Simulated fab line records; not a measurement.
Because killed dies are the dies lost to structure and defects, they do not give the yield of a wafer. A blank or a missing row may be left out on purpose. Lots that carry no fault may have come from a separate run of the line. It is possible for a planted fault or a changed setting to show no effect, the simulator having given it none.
A sampling plan put to the test | flow n5_finfet | one fab line, 25 faults that these records tell of, each judged on the records of the lots that it struck; 1 more is left out, because the records don't allow judging it
Plan = the line's own looks (route steps where a gauge or an inspection reads the wafer without altering it). A look is open to judgement when struck wafers have a number at it and the file gives its usual mean and standard deviation on fault-free wafers. Caught: at a look after the fault's first step, the mean of the struck wafers lies 4 or more of those standard deviations (sigma) from the usual mean. On the tool: the same test on the tool's own readings at the fault's steps. It also counts as caught if the struck wafers ran another recipe or if their record alone is blank.

== THE FAULTS, as the simulator had put them in ==
1. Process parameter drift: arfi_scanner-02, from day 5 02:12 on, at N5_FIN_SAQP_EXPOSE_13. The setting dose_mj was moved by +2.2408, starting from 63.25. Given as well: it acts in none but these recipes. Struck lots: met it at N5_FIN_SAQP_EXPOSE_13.
2. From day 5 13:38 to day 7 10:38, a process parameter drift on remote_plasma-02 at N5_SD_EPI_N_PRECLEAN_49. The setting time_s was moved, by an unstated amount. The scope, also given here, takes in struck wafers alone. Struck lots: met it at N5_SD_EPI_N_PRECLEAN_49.
3. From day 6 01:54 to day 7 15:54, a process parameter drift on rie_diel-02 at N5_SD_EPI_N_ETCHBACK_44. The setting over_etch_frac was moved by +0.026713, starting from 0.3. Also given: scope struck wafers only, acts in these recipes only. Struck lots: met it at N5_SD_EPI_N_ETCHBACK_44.
4. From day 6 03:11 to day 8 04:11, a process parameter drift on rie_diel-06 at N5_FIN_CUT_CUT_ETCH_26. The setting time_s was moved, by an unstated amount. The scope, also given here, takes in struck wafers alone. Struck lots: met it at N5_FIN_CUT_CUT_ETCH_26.
5. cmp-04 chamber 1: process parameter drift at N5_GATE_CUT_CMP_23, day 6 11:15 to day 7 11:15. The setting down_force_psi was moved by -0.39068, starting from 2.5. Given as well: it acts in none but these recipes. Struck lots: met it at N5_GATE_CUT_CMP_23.
6. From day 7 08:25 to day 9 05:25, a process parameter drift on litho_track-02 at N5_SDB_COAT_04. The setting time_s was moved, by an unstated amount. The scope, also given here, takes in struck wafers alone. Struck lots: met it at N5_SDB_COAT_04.
7. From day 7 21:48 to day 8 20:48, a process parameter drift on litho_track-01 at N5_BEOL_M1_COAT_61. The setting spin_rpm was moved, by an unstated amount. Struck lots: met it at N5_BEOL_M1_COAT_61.
8. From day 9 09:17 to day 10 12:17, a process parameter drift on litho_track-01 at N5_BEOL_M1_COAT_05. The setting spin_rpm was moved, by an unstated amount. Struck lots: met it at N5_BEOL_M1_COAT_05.
9. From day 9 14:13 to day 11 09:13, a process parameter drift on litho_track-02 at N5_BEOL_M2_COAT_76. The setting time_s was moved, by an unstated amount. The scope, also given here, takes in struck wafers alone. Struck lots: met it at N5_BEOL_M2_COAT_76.
10. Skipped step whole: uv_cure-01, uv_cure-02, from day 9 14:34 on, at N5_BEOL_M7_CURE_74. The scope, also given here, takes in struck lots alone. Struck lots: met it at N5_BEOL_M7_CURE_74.
11. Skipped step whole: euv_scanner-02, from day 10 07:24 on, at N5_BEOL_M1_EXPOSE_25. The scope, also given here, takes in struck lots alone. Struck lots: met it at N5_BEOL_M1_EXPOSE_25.
12. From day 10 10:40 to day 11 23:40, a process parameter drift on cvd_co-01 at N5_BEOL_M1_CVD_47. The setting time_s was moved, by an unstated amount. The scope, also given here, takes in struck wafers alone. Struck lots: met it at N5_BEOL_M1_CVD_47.
13. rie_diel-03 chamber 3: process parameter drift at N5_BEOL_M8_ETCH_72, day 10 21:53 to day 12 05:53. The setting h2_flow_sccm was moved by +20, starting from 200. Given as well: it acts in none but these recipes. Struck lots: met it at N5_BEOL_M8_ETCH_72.
14. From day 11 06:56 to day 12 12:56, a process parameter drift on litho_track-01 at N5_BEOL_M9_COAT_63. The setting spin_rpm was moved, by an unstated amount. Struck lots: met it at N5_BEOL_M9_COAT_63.
15. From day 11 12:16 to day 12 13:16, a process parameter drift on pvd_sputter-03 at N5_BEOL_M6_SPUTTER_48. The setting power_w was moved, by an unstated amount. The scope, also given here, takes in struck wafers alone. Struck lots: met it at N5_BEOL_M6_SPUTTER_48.
16. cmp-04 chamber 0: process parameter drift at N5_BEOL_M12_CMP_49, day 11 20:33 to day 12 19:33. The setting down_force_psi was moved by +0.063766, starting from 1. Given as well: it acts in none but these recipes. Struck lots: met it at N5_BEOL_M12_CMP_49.
17. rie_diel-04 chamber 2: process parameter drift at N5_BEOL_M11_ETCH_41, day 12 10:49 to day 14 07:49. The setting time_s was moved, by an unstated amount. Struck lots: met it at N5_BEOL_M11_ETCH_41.
18. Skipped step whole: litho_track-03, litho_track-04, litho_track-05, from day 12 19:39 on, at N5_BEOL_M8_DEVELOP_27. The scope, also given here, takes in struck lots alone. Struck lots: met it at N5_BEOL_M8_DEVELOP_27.
19. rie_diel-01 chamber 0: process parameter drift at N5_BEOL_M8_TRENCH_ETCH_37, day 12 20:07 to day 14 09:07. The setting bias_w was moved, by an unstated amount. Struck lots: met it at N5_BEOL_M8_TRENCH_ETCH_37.
20. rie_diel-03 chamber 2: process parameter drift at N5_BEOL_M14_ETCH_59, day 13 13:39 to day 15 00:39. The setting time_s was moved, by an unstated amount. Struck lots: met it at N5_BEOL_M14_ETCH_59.
21. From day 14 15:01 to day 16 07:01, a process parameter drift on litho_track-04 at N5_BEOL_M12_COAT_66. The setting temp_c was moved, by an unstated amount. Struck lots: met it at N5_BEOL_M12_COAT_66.
22. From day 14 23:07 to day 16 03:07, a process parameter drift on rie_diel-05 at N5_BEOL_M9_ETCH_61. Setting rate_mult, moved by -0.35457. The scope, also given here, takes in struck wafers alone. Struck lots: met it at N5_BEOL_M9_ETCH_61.
23. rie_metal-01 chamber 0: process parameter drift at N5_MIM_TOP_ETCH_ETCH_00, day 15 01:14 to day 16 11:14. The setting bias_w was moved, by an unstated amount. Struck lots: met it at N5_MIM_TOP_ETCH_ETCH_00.
24. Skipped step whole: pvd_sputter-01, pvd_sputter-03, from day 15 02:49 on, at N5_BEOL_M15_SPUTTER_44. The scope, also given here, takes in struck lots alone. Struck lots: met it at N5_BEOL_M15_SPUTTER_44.
25. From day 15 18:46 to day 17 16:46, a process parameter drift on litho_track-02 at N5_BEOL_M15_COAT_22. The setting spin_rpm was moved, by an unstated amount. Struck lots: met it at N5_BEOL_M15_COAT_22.

== WHAT THE PLAN SAW ==
fault | on the tool itself                               | first look that catches it                      | reading, sigma                                   | median hours from its first step to that look | hours from the fault's start to the first struck lot there | judged looks passed uncaught
1     | exposure_dose_mJ_cm2 +31 sigma                   | not the one look that can be judged after it    | -                                                | -                                             | -                                                          | 1
2     | no reading that can be judged                    | not the one look that can be judged after it    | strongest: ION_P at N5_BEOL_M4_RC_MEAS_101, -2.7 | -                                             | -                                                          | 1
3     | under 2 sigma                                    | not the one look that can be judged after it    | -                                                | -                                             | -                                                          | 1
4     | run_length_s +7.0 sigma                          | not the one look that can be judged after it    | -                                                | -                                             | -                                                          | 1
5     | head_pressure_psi -70 sigma                      | none of the 2 looks that can be judged after it | strongest: ION_P at N5_BEOL_M4_RC_MEAS_101, -2.2 | -                                             | -                                                          | 2
6     | run_length_s -47 sigma                           | none of the 2 looks that can be judged after it | -                                                | -                                             | -                                                          | 2
7     | spin_speed_rpm +71 sigma                         | none of the 2 looks that can be judged after it | -                                                | -                                             | -                                                          | 2
8     | spin_speed_rpm +99 or beyond sigma               | none of the 2 looks that can be judged after it | -                                                | -                                             | -                                                          | 2
9     | run_length_s -48 sigma                           | none of the 2 looks that can be judged after it | -                                                | -                                             | -                                                          | 2
10    | the tool's record is blank for the struck wafers | N5_BEOL_M7_THK_MEAS_01                          | M7_ILD_THK +11                                   | 0.4                                           | 4                                                          | 0
11    | no reading that can be judged                    | no look after it can be judged                  | -                                                | -                                             | -                                                          | 0
12    | run_length_s -99 or beyond sigma                 | not the one look that can be judged after it    | -                                                | -                                             | -                                                          | 1
13    | h2_flow_sccm +32 sigma                           | no look after it can be judged                  | -                                                | -                                             | -                                                          | 0
14    | spin_speed_rpm -99 or beyond sigma               | not the one look that can be judged after it    | -                                                | -                                             | -                                                          | 1
15    | cathode_dc_power_W -99 or beyond sigma           | not the one look that can be judged after it    | -                                                | -                                             | -                                                          | 1
16    | head_pressure_psi +30 sigma                      | no look after it can be judged                  | -                                                | -                                             | -                                                          | 0
17    | run_length_s -9.1 sigma                          | no look after it can be judged                  | -                                                | -                                             | -                                                          | 0
18    | the tool's record is blank for the struck wafers | no look after it can be judged                  | -                                                | -                                             | -                                                          | 0
19    | bias_w +55 sigma                                 | no look after it can be judged                  | -                                                | -                                             | -                                                          | 0
20    | run_length_s -21 sigma                           | not the one look that can be judged after it    | -                                                | -                                             | -                                                          | 1
21    | plate_temp_C +39 sigma                           | not the one look that can be judged after it    | -                                                | -                                             | -                                                          | 1
22    | etch_rf_on_time_s +16 sigma                      | not the one look that can be judged after it    | -                                                | -                                             | -                                                          | 1
23    | bias_w -16 sigma                                 | not the one look that can be judged after it    | -                                                | -                                             | -                                                          | 1
24    | the tool's record is blank for the struck wafers | not the one look that can be judged after it    | -                                                | -                                             | -                                                          | 1
25    | spin_speed_rpm -99 or beyond sigma               | no look after it can be judged                  | -                                                | -                                             | -                                                          | 0
A dash: the fault is not caught, or the number is missing from these records.

Caught at a look: 1 of 25. Caught on the tool: 22 of 25. By one or the other: 22 of 25.
Faults caught by the tool alone: 1, 4, 5, 6, 7, 8, 9, 12, 13, 14, 15, 16, 17, 18, 19, 20, 21, 22, 23, 24, 25.
Caught by neither: faults 2, 3, 11.

== THINNER SAMPLING ==
Were the look that catches a fault to measure just every second or every third lot (counted by lot number), the first struck lot would, at worst, be measured this late:
fault | struck lots at that look, in order of time | every lot | every second lot | every third lot
10    | L932, L933, L935                           | 4 h       | 16 h             | may miss all 3
Hours count from the start of the fault until the first struck lot that is measured. Since the struck wafers were tested as one group against 4 sigma, a single lot by itself may lie under the limit. Other struck lots may not be in these records.

== THE LONGEST TIMED WAY FROM STEP TO LOOK ==
In fault 10, a median of 0.4 hours elapses between N5_BEOL_M7_CURE_74 and N5_BEOL_M7_THK_MEAS_01. No look between them can be judged.
